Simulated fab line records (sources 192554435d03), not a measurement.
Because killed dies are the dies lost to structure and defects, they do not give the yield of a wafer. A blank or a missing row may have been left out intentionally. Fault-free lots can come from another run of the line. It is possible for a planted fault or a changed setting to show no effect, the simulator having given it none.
fab line records | flow n5Finfet | part 1 of 2: steps 1 to 41 of 46
record: lots: 6 wafers: 18 lastDay: 17
route steps=1938 shown PMOS_HMC_CHANNEL_EPI@84 FIN_SAQP@90 FIN_CUT@174 STI_FIN_REVEAL@196
lots with no fault: from the same line, run without faults
startH: hours from the record's opening day to when the first of the lot's shown wafers began | waitH: hours from the lot's prior step to this one | " identical to the entry in the row above | L1.1+2: one row covering several wafers at once | - no value present, or no start provided | * or withheld: withheld | < > ~ a bound
route shown NAME@n: names a module that has steps shown in the file, with the first one's number in the route | usual: mean/standard deviation of fault-free wafers | same: alike in all rows | chamber/n: place in a boat | sites: per-site readings | _std_site: their standard deviation | _edge_site: the outer-site mean with the inner-site mean subtracted | radiusMm: how far each site lies from the wafer's centre | mask NAME#n: copy n | behind: the tool/chamber that last shaped the wafer | hold: what put the lot on hold/how long, in hours/how the hold closed | device: transistor that didn't switch, given as n, p or np | end of line: tests of these same wafers at the route's end | a step with no rows: only its recipe | killed: at the first sort, the dies lost to defects and structure; wafer yield is something else | map: per-die view of a wafer (x killed, . not killed, _ where there is no die)
set.NAME: the setting as run; set.NAME@STEP: as run at that earlier step | model.NAME: the simulator's own value behind a step, which no gauge read
lots at selected steps of the route; one table per step, one row per wafer
services: from which hour (startH, from the record's first day; less than 0 if before it) a tool's chamber was out of use, for how many hours, and why
== steps ==
step: N5_PMOS_HMC_CHANNEL_EPI_PRECLEAN_37
recipe: chemistry: O3/DIW timeS: 45 tempC: 22 o3Ppm: 10
step: N5_PMOS_HMC_CHANNEL_EPI_PRECLEAN_24
recipe: chemistry: DHF timeS: 30 tempC: 25 dilution: withheld
step: N5_PMOS_HMC_CHANNEL_EPI_SRD_25
recipe: dry: ipaMarangoni doPpb: 5 timeS: 30 tempC: 23 rinseLiquid: diw
step: N5_PMOS_HMC_CHANNEL_EPI_EPI_26
recipe: material: Si targetThkA: 38 tempC: 650 precursor: SiH4/H2 pressureTorr: 20 timeS: 22.7
step: N5_PMOS_HMC_CHANNEL_EPI_INSPECT_30
recipe: inspectInstrument: darkfield mode: postEpi
usual: rawDefectCount: 19/6.2
columns lot.wafer tool chamber startH waitH rawDefectCount
L204.3 defectInspect-02 - 21.17 0.0 11
L204.4 " - " " 18
L204.6 " - " " 20
L211.1 defectInspect-02 - 62.72 0.0 26
L211.2 " - " " 16
L211.6 " - " " 34
L218.2 defectInspect-01 - 108.56 0.0 23
L218.3 " - " " 12
L218.6 " - " " 15
L219.2 defectInspect-01 - 111.59 0.0 28
L219.5 " - " " 49
L219.6 " - " " 18
L220.1 defectInspect-02 - 118.07 0.0 18
L220.2 " - " " 24
L220.4 " - " " 18
L227.4 defectInspect-01 - 160.86 0.0 17
L227.5 " - " " 17
L227.6 " - " " 16
step: N5_FIN_SAQP_PRECLEAN_42
recipe: chemistry: O3/DIW timeS: 60 tempC: 22 o3Ppm: 10
step: N5_FIN_SAQP_PRECLEAN_00
recipe: chemistry: SC1 timeS: 60 tempC: 55 mix: 1:2:50
step: N5_FIN_SAQP_PRECLEAN_44
recipe: chemistry: SC2 timeS: 45 tempC: 35 mix: 1:1:50
step: N5_FIN_SAQP_SRD_01
recipe: dry: ipaMarangoni timeS: 30 tempC: 23 rinseLiquid: diw
step: N5_FIN_SAQP_ALD_61
recipe: material: SiO2 targetThkA: 40 tempC: 300 aldPrecursorFamily: BDEAS aldCoReactant: O2-plasma pulseTimeS: 1 purgeTimeS: 2 coReactantPurgeTimeS: 2 aldCycles: 43 pressureTorr: 2
step: N5_FIN_SAQP_DENSIFY_62
recipe: tempC: 700 timeS: 60 ambient: N2 idleTempC: 600 rampUpCPerS: 150 rampDownCPerS: 60 coolToC: 600
usual: lampPowerPct: 9.86/0.054 wafer_temp_C_max: 703.2/0.63
columns lot.wafer tool chamber startH waitH lampPowerPct wafer_temp_C_max
L204.3 rtpAnneal-02 0 21.56 0.2 9.90 702.5
L204.4 " 0 " " 9.87 702.6
L204.6 " 0 " " 9.85 702.7
L211.1 rtpAnneal-01 0 63.07 0.1 9.84 703.7
L211.2 " 0 " " 9.73 703.9
L211.6 " 0 " " 9.80 705.5
L218.2 rtpAnneal-01 0 109.08 0.3 9.87 703.6
L218.3 " 0 " " 9.93 703.5
L218.6 " 0 " " 9.81 702.7
L219.2 rtpAnneal-01 0 113.12 0.2 9.85 703.2
L219.5 " 0 " " 9.90 703.9
L219.6 " 0 " " 9.91 703.2
L220.1 rtpAnneal-01 0 118.49 0.2 9.88 703.9
L220.2 " 0 " " 9.80 702.7
L220.4 " 0 " " 9.93 703.0
L227.4 rtpAnneal-02 0 162.28 0.4 9.87 703.3
L227.5 " 0 " " 9.74 702.5
L227.6 " 0 " " 9.87 703.2
step: N5_FIN_SAQP_HM_DEP_03
recipe: material: SiNx targetThkA: 380 tempC: 400 precursor: SiH4/NH3/N2 pressureTorr: 1.5 rfW: 300 timeS: 33.6
usual: heaterPowerW: 788/140 showerheadPlenumPTorr: 5.16/0.049 throttleValvePct: 39.3/2.1
columns lot.wafer tool chamber startH waitH heaterPowerW showerheadPlenumPTorr sinceWetCleanH throttleValvePct model.SiNx_of_FIN_SAQP_HM_DEP_03.thkNm
L204.3 pecvd-02 0 21.71 0.1 573 5.22 907 39.8 37.8
L204.4 " 1 " " 657 5.17 - 41.2 37.92
L204.6 " 2 " " 891 5.15 - 34.8 38.22
L211.1 pecvd-03 2 63.28 0.2 882 5.13 2036 37.7 38.14
L211.2 " 1 " " 914 5.08 1311 42.0 37.94
L211.6 " 2 " " 897 5.14 - 37.7 38.3
L218.2 pecvd-02 1 109.27 0.2 742 5.14 1719 41.1 13.27
L218.3 " 2 " " 936 5.14 240 35.0 37.84
L218.6 " 2 " " 936 5.14 - 35.1 38.14
L219.2 pecvd-01 2 113.30 0.2 663 5.17 393 38.3 37.86
L219.5 " 1 " " 937 5.12 - 41.3 38.12
L219.6 " 2 " " 658 5.17 - 38.5 38.6
L220.1 pecvd-02 2 118.71 0.2 902 5.15 250 35.0 38.07
L220.2 " 1 " " 672 5.15 1729 41.1 13.77
L220.4 " 1 " " 650 5.15 - 41.2 38.01
L227.4 pecvd-03 2 162.43 0.1 927 5.13 - 38.0 38.26
L227.5 " 0 " " 746 5.25 - 39.1 38.22
L227.6 " 1 " " 962 5.05 - 42.0 38.75
step: N5_FIN_SAQP_THK_MEAS_05
usual: thkNm: 38.1/0.43
columns lot.wafer tool chamber startH waitH thkNm
L204.3 filmMetro-02 - 21.80 0.1 37.8
L204.4 " - " " 38.0
L204.6 " - " " 38.3
L211.1 filmMetro-01 - 63.37 0.1 38.2
L211.2 " - " " 37.9
L211.6 " - " " 38.3
L218.2 filmMetro-02 - 109.35 0.1 13.3
L218.3 " - " " 37.9
L218.6 " - " " 38.2
L219.2 filmMetro-01 - 113.41 0.1 37.8
L219.5 " - " " 38.2
L219.6 " - " " 38.6
L220.1 filmMetro-01 - 118.80 0.1 38.0
L220.2 " - " " 13.7
L220.4 " - " " 38.0
L227.4 filmMetro-02 - 162.49 0.0 38.3
L227.5 " - " " 38.2
L227.6 " - " " 38.7
step: N5_FIN_SAQP_PECVD_47
recipe: material: a-Si targetThkA: 450 tempC: 400 precursor: SiH4/He pressureTorr: 3 rfW: 100 timeS: 36.3
step: N5_FIN_SAQP_PECVD_48
recipe: material: SiNx targetThkA: 250 tempC: 400 precursor: SiH4/NH3/N2 pressureTorr: 1.5 rfW: 300 timeS: 22.1
usual: heaterPowerW: 797/140 showerheadPlenumPTorr: 5.16/0.048 throttleValvePct: 39.4/2
columns lot.wafer tool chamber startH waitH heaterPowerW showerheadPlenumPTorr sinceWetCleanH throttleValvePct
L204.3 pecvd-02 0 21.88 0.0 649 5.21 907 39.5
L204.4 " 0 " " 652 5.24 - 39.7
L204.6 " 1 " " 748 5.15 - 41.3
L211.1 pecvd-01 2 63.45 0.0 593 5.15 343 38.1
L211.2 " 1 " " 973 5.11 1855 41.2
L211.6 " 0 " " 828 5.13 - 40.1
L218.2 pecvd-02 2 109.43 0.0 887 5.15 241 35.0
L218.3 " 0 " " 598 5.24 995 39.9
L218.6 " 2 " " 902 5.14 - 34.8
L219.2 pecvd-02 2 113.49 0.0 959 5.15 245 35.1
L219.5 " 1 " " 695 5.13 - 41.3
L219.6 " 2 " " 948 5.14 - 35.4
L220.1 pecvd-01 2 118.87 0.0 625 5.16 399 38.7
L220.2 " 1 " " 911 5.12 1910 41.5
L220.4 " 1 " " 904 5.12 - 41.2
L227.4 pecvd-02 0 162.59 0.0 676 5.24 - 39.6
L227.5 " 1 " " 752 5.15 - 41.3
L227.6 " 2 " " 883 5.16 - 35.4
step: N5_FIN_SAQP_PECVD_06
recipe: material: a-Si targetThkA: 600 tempC: 400 precursor: SiH4/He pressureTorr: 3 rfW: 100 timeS: 48.1
usual: heaterPowerW: 856/130 showerheadPlenumPTorr: 5.68/0.037 throttleValvePct: 18.0/0.88
columns lot.wafer tool chamber startH waitH heaterPowerW showerheadPlenumPTorr sinceWetCleanH throttleValvePct
L204.3 pecvd-02 0 21.92 0.0 664 5.73 907 18.4
L204.4 " 0 " " 666 5.75 - 17.9
L204.6 " 1 " " 769 5.67 - 18.7
L211.1 pecvd-01 2 63.49 0.0 740 5.68 343 17.6
L211.2 " 1 " " 995 5.65 1855 18.8
L211.6 " 0 " " 855 5.66 - 18.5
L218.2 pecvd-02 2 109.47 0.0 953 5.67 241 16.1
L218.3 " 0 " " 715 5.74 995 18.3
L218.6 " 2 " " 947 5.67 - 16.3
L219.2 pecvd-02 2 113.53 0.0 1025 5.66 245 16.0
L219.5 " 1 " " 836 5.68 - 18.6
L219.6 " 2 " " 1030 5.66 - 16.1
L220.1 pecvd-01 2 118.91 0.0 679 5.69 399 17.5
L220.2 " 1 " " 959 5.66 1910 18.9
L220.4 " 1 " " 987 5.64 - 19.0
L227.4 pecvd-02 0 162.63 0.0 729 5.74 - 18.0
L227.5 " 1 " " 762 5.69 - 18.8
L227.6 " 2 " " 1001 5.67 - 16.2
step: N5_FIN_SAQP_THK_MEAS_07
usual: thkNm: 60.1/0.74
columns lot.wafer tool chamber startH waitH thkNm
L204.3 filmMetro-01 - 22.01 0.1 59.6
L204.4 " - " " 60.7
L204.6 " - " " 60.3
L211.1 filmMetro-01 - 63.57 0.1 58.8
L211.2 " - " " 59.3
L211.6 " - " " 60.3
L218.2 filmMetro-02 - 109.56 0.1 59.8
L218.3 " - " " 58.9
L218.6 " - " " 60.6
L219.2 filmMetro-02 - 113.62 0.1 59.5
L219.5 " - " " 59.8
L219.6 " - " " 60.5
L220.1 filmMetro-02 - 119.00 0.1 59.4
L220.2 " - " " 60.0
L220.4 " - " " 60.7
L227.4 filmMetro-02 - 162.70 0.0 60.6
L227.5 " - " " 60.3
L227.6 " - " " 60.2
step: N5_FIN_SAQP_HM_DEP_72
recipe: material: SiO2 targetThkA: 120 tempC: 400 precursor: SiH4/N2O pressureTorr: 0.75 rfW: 275 timeS: 7.2
step: N5_FIN_SAQP_COAT_49
recipe: resist: SOC tempC: 250 timeS: 60 spinRpm: 1500 resistThkNm: 100
step: N5_FIN_SAQP_COAT_50
recipe: resist: SiARC tempC: 220 timeS: 60 spinRpm: 1500 resistThkNm: 35
step: N5_FIN_SAQP_COAT_10
recipe: resist: CAR-ArF spinRpm: 1500 resistThkNm: 90
step: N5_FIN_SAQP_EBR_12
recipe: solvent: PGMEA ebrWidthMm: 1.5
step: N5_FIN_SAQP_SOFTBAKE_11
recipe: tempC: 110 timeS: 60 resist: CAR-ArF
step: N5_FIN_SAQP_EXPOSE_13
recipe: maskId: FIN_CORE na: 1.35 sourceShape: dipole sigmaInner: 0.538 sigmaOuter: 0.738 polarization: te targetCdNm: 35.6 doseMj: 63.25
step: N5_FIN_SAQP_PEB_14
recipe: pebTempC: withheld pebTimeS: 60 resist: CAR-ArF
step: N5_FIN_SAQP_DEVELOP_15
recipe: developTimeS: 30 developer: TMAH resist: CAR-ArF devTempC: 23 rinseLiquid: diw dry: airSpin
step: N5_FIN_SAQP_CD_MEAS_16
recipe: targetCdNm: 35.6 landingEnergyEv: 500 detector: seInlens
usual: cdNm: 35.5/0.35
columns lot.wafer tool chamber startH waitH cdNm
L204.3 cdSem-03 0 22.50 - 35.4
L204.4 " 0 " " 36.0
L204.6 " 0 " " 35.6
L211.1 cdSem-01 0 63.93 - 35.9
L211.2 " 0 " " 35.3
L211.6 " 0 " " 35.5
L218.2 cdSem-02 0 110.08 - 35.6
L218.3 " 0 " " 35.2
L218.6 " 0 " " 36.2
L219.2 cdSem-03 0 114.11 - 36.4
L219.5 " 0 " " 36.0
L219.6 " 0 " " 35.8
L220.1 cdSem-03 0 119.49 - 35.5
L220.2 " 0 " " 35.6
L220.4 " 0 " " 35.3
L227.4 cdSem-01 0 163.19 - 35.4
L227.5 " 0 " " 35.5
L227.6 " 0 " " 35.6
step: N5_FIN_SAQP_OVL_MEAS_17
recipe: pointsPerWafer: 44
usual: FIN_CORE_OVL: -0.3/0.84
columns lot.wafer tool chamber startH waitH FIN_CORE_OVL[nm]
L204.3 overlay-02 0 22.53 0.0 -1.7
L204.4 " 0 " " -1.9
L204.6 " 0 " " -1.5
L211.1 overlay-02 0 63.97 0.0 0.6
L211.2 " 0 " " -0.1
L211.6 " 0 " " -1.5
L218.2 overlay-02 0 110.11 0.0 -1.0
L218.3 " 0 " " 0.0
L218.6 " 0 " " -0.1
L219.2 overlay-01 0 114.15 0.0 -1.7
L219.5 " 0 " " 0.6
L219.6 " 0 " " -0.9
L220.1 overlay-01 0 119.53 0.0 -0.5
L220.2 " 0 " " -0.3
L220.4 " 0 " " 0.3
L227.4 overlay-01 0 163.22 0.0 -0.6
L227.5 " 0 " " 0.0
L227.6 " 0 " " -0.6
step: N5_FIN_SAQP_INSPECT_18
recipe: mode: adi inspectInstrument: brightfield
usual: rawDefectCount: 433/120
columns lot.wafer tool chamber startH waitH rawDefectCount
L204.3 defectInspect-02 - 22.56 0.0 741
L204.4 " - " " 599
L204.6 " - " " 400
L211.1 defectInspect-02 - 64.00 0.0 398
L211.2 " - " " 343
L211.6 " - " " 313
L218.2 defectInspect-01 - 110.14 0.0 469
L218.3 " - " " 515
L218.6 " - " " 370
L219.2 defectInspect-02 - 114.17 0.0 366
L219.5 " - " " 292
L219.6 " - " " 379
L220.1 defectInspect-01 - 119.55 0.0 431
L220.2 " - " " 295
L220.4 " - " " 379
L227.4 defectInspect-01 - 163.24 0.0 373
L227.5 " - " " 600
L227.6 " - " " 410
step: N5_FIN_SAQP_DESCUM_21
recipe: chemistry: O2 timeS: 7.9 sourcePowerW: 50 biasPowerW: 20 pressureMtorr: 20 rfFrequencyHz: 2.712e+07 tempC: 40 resist: CAR-ArF o2FlowSccm: 225
step: N5_FIN_SAQP_ETCH_51
recipe: chemistry: CF4 target: SiARC targetDepthA: 455 maskMaterial: CAR-ArF timeS: 75.8 ionEnergyEv: 80 pressureMtorr: 40 sourceW: 545 biasW: 36 Ar_flow_sccm: 100 cf4FlowSccm: 100 ends: cleared
step: N5_FIN_SAQP_ETCH_52
recipe: chemistry: N2/H2 target: SOC targetDepthA: 1000 overetchA: 200 maskMaterial: SiARC tempC: 40 timeS: 150 ionEnergyEv: 200 pressureMtorr: 30 sourceW: 840 biasW: 150 n2FlowSccm: 200 h2FlowSccm: 200 ends: endPoint
step: N5_FIN_SAQP_STRIP_53
recipe: chemistry: N2/H2 tempC: 40 n2FlowSccm: 200 h2FlowSccm: 200 rfFrequencyHz: 6e+07
step: N5_FIN_SAQP_HM_OPEN_73
recipe: chemistry: CHF3/O2 target: SiO2 stopOn: a-Si targetDepthA: 120 overEtchFrac: 1.8 maskMaterial: SOC timeS: 16.8 pressureMtorr: 30 sourceW: 650 biasW: 170 Ar_flow_sccm: 200 CHF3_flow_sccm: 50 O2_flow_sccm: 5 ionEnergyEv: 200 ends: endPoint
step: N5_FIN_SAQP_STRIP_74
recipe: chemistry: CHF3/O2 resist: SiARC rfFrequencyHz: 6e+07
step: N5_FIN_SAQP_MANDREL_ETCH_22
recipe: targetDepthA: 600 chemistry: HBr/Cl2 target: a-Si stopOn: SiNx btTimeS: 10 overEtchFrac: 0.5 timeS: 30 pressureMtorr: 10 icpW: 800 biasW: 75 HBr_flow_sccm: 150 Cl2_flow_sccm: 80 ends: endPoint
step: N5_FIN_SAQP_STRIP_55
recipe: chemistry: N2/H2 powerW: 500 tempC: 40 pressureMtorr: 50 rfFrequencyHz: 6e+07 overashFraction: 0.3 biasPowerW: 28 h2Frac: 0.5 n2FlowSccm: 300 h2FlowSccm: 300
usual: chamberPressureMTorr: 49.99/0.067 drypumpMotorCurrentA: 6.0/0.45 oesProductAu: 0.76/0.081 rfVppV: 121.9/1.4 showerheadPlenumPTorr: 3.36/0.091 throttleValvePct: 18.9/0.31
columns lot.wafer tool chamber startH waitH chamberPressureMTorr drypumpMotorCurrentA oesProductAu rfHoursCounterH rfVppV showerheadPlenumPTorr throttleValvePct
L204.3 rieDiel-03 2 22.97 0.1 50.00 6.0 0.75 170 121.5 3.48 19.7
L204.4 " 3 " " 50.00 5.5 0.69 - 119.5 3.33 19.1
L204.6 " 0 " " 50.01 5.3 0.77 - 122.3 3.35 18.9
L211.1 rieDiel-04 1 64.45 0.1 50.04 6.1 0.74 184 122.6 3.48 18.6
L211.2 " 2 " " 50.13 6.4 0.74 169 122.1 3.36 19.1
L211.6 " 1 " " 50.00 6.1 0.74 - 121.8 3.48 18.6
L218.2 rieDiel-05 3 110.62 0.1 50.07 6.1 0.73 208 122.8 3.45 18.5
L218.3 " 0 " " 49.96 5.9 0.69 217 120.4 3.21 18.9
L218.6 " 1 " " 50.01 5.0 0.74 - 120.7 3.35 19.0
L219.2 rieDiel-03 0 114.77 0.1 49.99 5.3 0.73 165 119.7 3.33 19.0
L219.5 " 0 " " 49.96 5.3 0.73 - 120.3 3.33 19.0
L219.6 " 3 " " 49.93 5.5 0.95 - 121.8 3.31 18.8
L220.1 rieDiel-03 1 119.97 0.1 50.00 6.6 0.90 36 120.1 3.30 18.6
L220.2 " 3 " " 50.02 5.5 0.95 18 122.4 3.31 18.8
L220.4 " 0 " " 49.97 5.4 0.75 - 123.5 3.33 19.0
L227.4 rieDiel-03 0 163.81 0.2 50.01 5.3 0.74 182 122.1 3.32 19.0
L227.5 " 3 " " 49.92 5.6 0.91 - 121.5 3.30 18.8
L227.6 " 0 " " 49.93 5.4 0.73 - 121.6 3.32 19.0
step: N5_FIN_SAQP_STRIP_23
recipe: chemistry: SPM timeS: 750 tempC: 130 h2so4H2o2VolRatio: 4
step: N5_FIN_SAQP_SRD_66
recipe: dry: ipaMarangoni timeS: 30 tempC: 23 rinseLiquid: diw
step: N5_FIN_SAQP_RECESS_75
recipe: chemistry: HF/NH3 target: SiO2 targetDepthA: 144 afsCycles: 3 tempC: 30 sublimationTempC: 180 sublimationTimeS: 60
usual: drypumpMotorCurrentA: 5.8/0.32 forelinePTorr: 0.1279/0.00057
columns lot.wafer tool chamber startH waitH drypumpMotorCurrentA forelinePTorr
L204.3 vaporEtch-01 1 23.41 0.1 5.9 0.1280
L204.4 " 0 " " 6.0 0.1277
L204.6 " 1 " " 5.9 0.1284
L211.1 vaporEtch-01 1 64.80 0.0 5.9 0.1288
L211.2 " 0 " " 6.0 0.1266
L211.6 " 0 " " 6.0 0.1276
L218.2 vaporEtch-01 0 110.97 0.0 6.0 0.1277
L218.3 " 0 " " 6.0 0.1265
L218.6 " 0 " " 6.0 0.1284
L219.2 vaporEtch-02 1 115.09 0.0 5.2 0.1282
L219.5 " 0 " " 5.2 0.1283
L219.6 " 1 " " 5.2 0.1286
L220.1 vaporEtch-01 1 120.29 0.0 5.9 0.1278
L220.2 " 0 " " 6.0 0.1267
L220.4 " 1 " " 5.9 0.1273
L227.4 vaporEtch-01 0 164.25 0.1 6.0 0.1282
L227.5 " 0 " " 6.0 0.1282
L227.6 " 1 " " 6.0 0.1275
step: N5_FIN_SAQP_SPACER1_ALD_24
recipe: material: SiO2 targetThkA: 203 tempC: 300 aldPrecursorFamily: BDEAS aldCoReactant: O2-plasma pulseTimeS: 1 purgeTimeS: 2 coReactantPurgeTimeS: 2 aldCycles: 218 pressureTorr: 2
== key ==
firstSign: step: N5_FIN_SAQP_THK_MEAS_05 reading: thkNm direction: down sigmas: 57 usual: * struck: *
effect none on later readings
modelEffect: step: N5_FIN_SAQP_HM_DEP_03 value: SiNx_of_FIN_SAQP_HM_DEP_03.thkNm without: 37.24 struck: 13.52
modelEffect: step: N5_FIN_SAQP_HM_OPEN_33 value: etch.depthNm without: 36.58 struck: 38
modelEffect: step: N5_FIN_SAQP_FIN_ETCH_36 value: SiO2_of_FIN_SAQP_ALD_61.thkNm without: 4.013 struck: 2.3
modelEffect: step: N5_FIN_CUT_CUT_ETCH_27 value: etch.depthNm without: 4.013 struck: 2.334
modelEffect: step: N5_STI_FIN_REVEAL_RECESS_09 value: SiNx_of_FIN_SAQP_HM_DEP_03.thkNm without: 17.5 struck: 0
modelEffect: step: N5_STI_FIN_REVEAL_STRIP_16 value: SiO2_of_FIN_SAQP_ALD_61.thkNm without: 3.8 struck: 2.1
metAt N5_FIN_SAQP_HM_DEP_03
struckWafers L218.2,L220.2
sortLeftOut L218.2,L220.2
testerLeftOut L218,L220
onsetBetween 21.71 109.27
fault: kind: processParameterDrift tool: pecvd-02 chamber: - onsetH: 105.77 steps: N5_FIN_SAQP_HM_DEP_03 channel: timeS offset: * shape: step endH: 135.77 scope: struckWafersOnly actsIn: * stated: *
testerLeftOut: of these lots the tester's yield and bins aren't shown, on N5 and GAA mostly nor the transistor test; their killed dies are dies lost to structure and defects alone, not to doping, threshold or leakage, so they don't give the yield
sortLeftOut: the simulated sort isn't trusted on such a fault, so these wafers' sort isn't shown, and their yield isn't known
